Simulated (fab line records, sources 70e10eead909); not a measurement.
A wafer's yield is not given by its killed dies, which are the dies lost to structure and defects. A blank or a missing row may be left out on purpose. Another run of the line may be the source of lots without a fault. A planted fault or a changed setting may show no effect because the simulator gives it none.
Problem report in the 8D (eight disciplines) form, filled by code | flow nand-harc | the parts of the form that need people (team, actions taken, sign-off) are left out

== 1. WHAT IS WRONG ==
At NHARC_END_SORT_01, killed-at-periphery averages 610.5 over 6 wafers from 2 lots, while fault-free wafers read 4.3, standard deviation 2.8. So: +99 or more standard deviations from the usual mean.
The first sign was on wafer L962.1 at day 32 00:43, on prober-02. Wafers with a number at this step in the record: 36, from 12 lots. Rule for "out", or "out of limits": more than 4 standard deviations from the usual mean. Any other wafer with a number is counted as sound.

== 2. WHAT IT IS AND WHAT IT IS NOT ==
question                    | is                               | is not
which readings at this step | killed-at-periphery, killed-dies | killed-at-array, killed-at-other, killed-short
which lots                  | L962, L963                       | L949, L952, L954, L959, L964, L966, L967, L968, L970, L971
which wafers of those lots  | all that have a number           | -
read on which gauges        | prober-01, prober-02             | -
when                        | from day 32 00:43                | up to then (12 sound wafers); but 18 sound wafers of L964, L966, L967, L968, L970, L971 came after

== 3. THE SUSPECTS, EACH WITH WHAT RULES IT OUT ==
Counting: a tool stays on the suspect list if, at a process step up to the reading, it processed all lots that are out and no sound lot following the first of them.
- the gauge at NHARC_END_SORT_01 is ruled out. 2 gauges (prober-01, prober-02) read the wafers that are out.
- implanter-01 at NHARC_P_ZERO_WELL_IMPLANT_61: ruled out as a lasting fault. After its first lot that is out, L962 (day 7 12:25), sound lots L964, L966, L968, L970, L971 ran on it.
Left after counting: nothing in the record.

== 4. THE CAUSE (what the simulator had put in) ==
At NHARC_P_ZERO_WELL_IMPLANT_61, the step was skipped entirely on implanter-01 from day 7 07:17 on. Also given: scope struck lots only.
It was ruled out by counting, in error; the rule expects a fault to strike all lots run on its tool from its start on, and this fault did not.

== 5. THE EFFECT CHAIN, in route order ==
Each row: a reading where the mean over the struck wafers with a number is more than 3 standard deviations away from the usual. Only readings whose record carries a usual standard deviation are examined. hours: median over the lots of the time between each lot's start at the first step of this table that gives one and its start at this step. sigmas: the change, counted in usual standard deviations.
hours | step              | reading             | usual | on struck wafers | change | sigmas
0     | NHARC_END_SORT_01 | killed-at-periphery | 4.3   | 610.5            | +606.2 | +99 or more
0     | NHARC_END_SORT_01 | killed-dies         | 68    | 677              | +609   | +34
Readings that are blank on the struck wafers while sound wafers have them: beam-energy-keV at NHARC_P_ZERO_WELL_IMPLANT_61; beam-on-s at NHARC_P_ZERO_WELL_IMPLANT_61.

== 6. WHAT WOULD HAVE CAUGHT IT SOONER ==
593 hours passed between the start of the fault at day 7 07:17 and the first reading out of limits at a measuring or inspecting step in this record, taken at day 32 00:43.
At NHARC_P_ZERO_WELL_IMPLANT_61 the tool's readings are blank on the struck wafers, where sound wafers have them: an empty tool record is the first sign, and it was there at once.
